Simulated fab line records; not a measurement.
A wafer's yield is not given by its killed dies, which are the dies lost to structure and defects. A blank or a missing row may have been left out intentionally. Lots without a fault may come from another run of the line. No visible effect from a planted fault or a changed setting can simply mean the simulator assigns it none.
What tool caused it? -- flow nandHarc -- route of 1302 steps, sampled at 1 step: 12 lots, 36 wafers

WHAT EACH GAUGE READ, for each wafer
NHARC_A_M1_CD_MEAS_09: the cd target is 120 nm.
lot,measured,on,cdNm (nm)
L075,day 23 18:35,cdSem-02,119.2 118.9 119.5
L076,day 24 08:13,cdSem-03,119.3 118.9 118.1
L079,day 24 11:02,cdSem-02,119.4 118.7 118.7
L080,day 25 16:17,cdSem-03,119.7 120.2 120.6
L083,day 26 05:10,cdSem-01,119.4 120.3 120.2
L085,day 27 09:23,cdSem-02,119.1 117.8 117.9
L089,day 28 10:23,cdSem-03,120.8 119.7 119.9
L087,day 28 16:48,cdSem-01,118.9 118.6 119.1
L090,day 29 22:14,cdSem-02,119.6 118.7 119.2
L093,day 30 20:28,cdSem-02,120.0 119.2 119.8
L096,day 31 23:37,cdSem-01,119.4 119.4 117.8
L097,day 32 15:29,cdSem-02,120.0 118.1 119.7

TOOL THAT RAN EACH LOT (tool first, then ch and the chambers of the sampled wafers, then the start)
The record holds no process step before these readings.

THE ANSWER, worked out from the rows above alone
Rule: usual is defined by the lots themselves. Put in order of their means at a reading, lots are off if they are a third of the lots or fewer, leave a main group of 4 or more, and stand apart from it by a gap of 3 or more times the standard deviation of the main group's means; of several such gaps the widest counts. The tables above print the reading to a certain number of digits; a main group whose means all agree to those digits is not used. Also off: a lot with no number at a reading for which 4 or more lots have one. Any other lot the step has rows for is counted as sound.
No lot is off on any of the readings shown, so nothing can be concluded from this.

WHAT WAS PUT IN BY THE SIMULATOR
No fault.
